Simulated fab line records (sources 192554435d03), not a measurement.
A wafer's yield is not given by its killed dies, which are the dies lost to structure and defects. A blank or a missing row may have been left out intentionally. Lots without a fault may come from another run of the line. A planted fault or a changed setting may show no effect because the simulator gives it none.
Which tool was responsible? || flow n5Finfet || 10 lots, 26 wafers sampled, at 2 steps of a route of 1938

## WHAT THE GAUGES SHOWED, per wafer
N5_BEOL_M15_INSPECT_30: inspects for defects (macro).
{"lot": "L678", "measured": "day 11 09:05", "on": "defectInspect-01", "rawDefectCount": "1 5 3"}
{"lot": "L680", "measured": "day 11 23:49", "on": "defectInspect-02", "rawDefectCount": "1 2"}
{"lot": "L681", "measured": "day 12 10:50", "on": "defectInspect-02", "rawDefectCount": "0 3 1"}
{"lot": "L684", "measured": "day 13 11:06", "on": "defectInspect-01", "rawDefectCount": "3 4"}
{"lot": "L692", "measured": "day 15 03:31", "on": "defectInspect-01", "rawDefectCount": ">300 >300 >300"}
{"lot": "L693", "measured": "day 15 19:56", "on": "defectInspect-01", "rawDefectCount": ">300 >300 >300"}
{"lot": "L697", "measured": "day 16 15:23", "on": "defectInspect-01", "rawDefectCount": "2 2"}
{"lot": "L695", "measured": "day 17 08:16", "on": "defectInspect-02", "rawDefectCount": "5 2"}
{"lot": "L696", "measured": "day 17 12:28", "on": "defectInspect-02", "rawDefectCount": "1 1 1"}
{"lot": "L700", "measured": "day 18 09:32", "on": "defectInspect-01", "rawDefectCount": "4 3 0"}

## WHAT TOOL EACH LOT RAN ON (gives the tool, then ch and the chambers of the sampled wafers, and finally the start)
{"lot": "L678", "N5_BEOL_M15_STRIP_63": "rieDiel-06 ch 1,3, day 11 07:00"}
{"lot": "L680", "N5_BEOL_M15_STRIP_63": "rieDiel-04 ch 2,3, day 11 22:00"}
{"lot": "L681", "N5_BEOL_M15_STRIP_63": "rieDiel-06 ch 0,1,2, day 12 09:00"}
{"lot": "L684", "N5_BEOL_M15_STRIP_63": "rieDiel-04 ch 0,1, day 13 09:00"}
{"lot": "L692", "N5_BEOL_M15_STRIP_63": "rieDiel-03 ch 0,1, day 15 02:00"}
{"lot": "L693", "N5_BEOL_M15_STRIP_63": "rieDiel-03 ch 0,1,2, day 15 18:00"}
{"lot": "L697", "N5_BEOL_M15_STRIP_63": "rieDiel-04 ch 1,3, day 16 14:00"}
{"lot": "L695", "N5_BEOL_M15_STRIP_63": "rieDiel-06 ch 1,3, day 17 07:00"}
{"lot": "L696", "N5_BEOL_M15_STRIP_63": "rieDiel-06 ch 1,2, day 17 11:00"}
{"lot": "L700", "N5_BEOL_M15_STRIP_63": "rieDiel-04 ch 0,3, day 18 08:00"}
- N5_BEOL_M15_STRIP_63: strips in O2.

## WHAT THE TOOLS THEMSELVES READ (means of the sampled wafers that have a number; where no wafer has one, the mark that the record gives instead)
N5_BEOL_M15_STRIP_63.
{"lot": "L678", "tool": "rieDiel-06", "drypumpMotorCurrentA (A)": 6.1, "o2FlowSccm (sccm)": 225.3, "oesProductAu (a.u.)": 0.83, "rfVppV (V)": 4.3, "showerheadPlenumPTorr (Torr)": 2.04, "throttleValvePct (%)": 16.76}
{"lot": "L680", "tool": "rieDiel-04", "drypumpMotorCurrentA (A)": 5.8, "o2FlowSccm (sccm)": 224.4, "oesProductAu (a.u.)": 0.84, "rfVppV (V)": 3.9, "showerheadPlenumPTorr (Torr)": 2.04, "throttleValvePct (%)": 16.52}
{"lot": "L681", "tool": "rieDiel-06", "drypumpMotorCurrentA (A)": 5.8, "o2FlowSccm (sccm)": 225.3, "oesProductAu (a.u.)": 0.91, "rfVppV (V)": 3.9, "showerheadPlenumPTorr (Torr)": 2.13, "throttleValvePct (%)": 16.43}
{"lot": "L684", "tool": "rieDiel-04", "drypumpMotorCurrentA (A)": 5.8, "o2FlowSccm (sccm)": 224.7, "oesProductAu (a.u.)": 0.71, "rfVppV (V)": 2.7, "showerheadPlenumPTorr (Torr)": 2.08, "throttleValvePct (%)": 16.54}
{"lot": "L692", "tool": "rieDiel-03", "drypumpMotorCurrentA (A)": 5.7, "o2FlowSccm (sccm)": 225.5, "oesProductAu (a.u.)": 0.73, "rfVppV (V)": 3.5, "showerheadPlenumPTorr (Torr)": 2.03, "throttleValvePct (%)": 16.99}
{"lot": "L693", "tool": "rieDiel-03", "drypumpMotorCurrentA (A)": 6.0, "o2FlowSccm (sccm)": 225.1, "oesProductAu (a.u.)": 0.79, "rfVppV (V)": 3.8, "showerheadPlenumPTorr (Torr)": 2.05, "throttleValvePct (%)": 16.74}
{"lot": "L697", "tool": "rieDiel-04", "drypumpMotorCurrentA (A)": 5.9, "o2FlowSccm (sccm)": 224.9, "oesProductAu (a.u.)": 0.72, "rfVppV (V)": 3.8, "showerheadPlenumPTorr (Torr)": 2.05, "throttleValvePct (%)": 16.65}
{"lot": "L695", "tool": "rieDiel-06", "drypumpMotorCurrentA (A)": 6.1, "o2FlowSccm (sccm)": 224.5, "oesProductAu (a.u.)": 0.76, "rfVppV (V)": 3.9, "showerheadPlenumPTorr (Torr)": 2.02, "throttleValvePct (%)": 16.85}
{"lot": "L696", "tool": "rieDiel-06", "drypumpMotorCurrentA (A)": 6.1, "o2FlowSccm (sccm)": 225.5, "oesProductAu (a.u.)": 0.83, "rfVppV (V)": 3.4, "showerheadPlenumPTorr (Torr)": 2.05, "throttleValvePct (%)": 16.62}
{"lot": "L700", "tool": "rieDiel-04", "drypumpMotorCurrentA (A)": 5.5, "o2FlowSccm (sccm)": 224.9, "oesProductAu (a.u.)": 0.71, "rfVppV (V)": 3.8, "showerheadPlenumPTorr (Torr)": 1.95, "throttleValvePct (%)": 16.52}

## THE ANSWER, worked out from the rows above alone
Rule: the usual values come from the lots themselves. Put in order of their means at a reading, lots are off if they are a third of the lots or fewer, leave a main group of 4 or more, and stand apart from it by a gap of 3 or more times the standard deviation of the main group's means; of several such gaps the widest counts. A main group whose means are all the same, to the digits that the tables above print for the reading, isn't used. Also off: a lot with no number at a reading for which 4 or more lots have one. Any other lot the step has rows for is counted as sound. Order of review: gauges by route order, followed by the tools' own readings, for which a lot's mean as printed above is used. The first step at which some lot is off is used, and at that step the reading that is off furthest; a lot without a number counts as furthest.
Off: L692, L693, at N5_BEOL_M15_INSPECT_30 (rawDefectCount). Without a number there: L692, L693. The main group: mean 2.3, standard deviation 0.92.
If a tool, at a process step before that reading, ran all the lots that are off and no sound lot after the first of them, it fits. Gauges at N5_BEOL_M15_INSPECT_30: tried the same way as those tools. One fits: rieDiel-03 at N5_BEOL_M15_STRIP_63. It ran no sound lot before its first lot that is off in this sample, so the start can't be narrowed down.

## WHAT THE SIMULATOR PUT IN
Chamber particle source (rieDiel-03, N5_BEOL_M15_STRIP_63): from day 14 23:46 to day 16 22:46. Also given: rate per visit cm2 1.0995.
Struck lots among those shown: L692, L693. The same result came from the rule above.
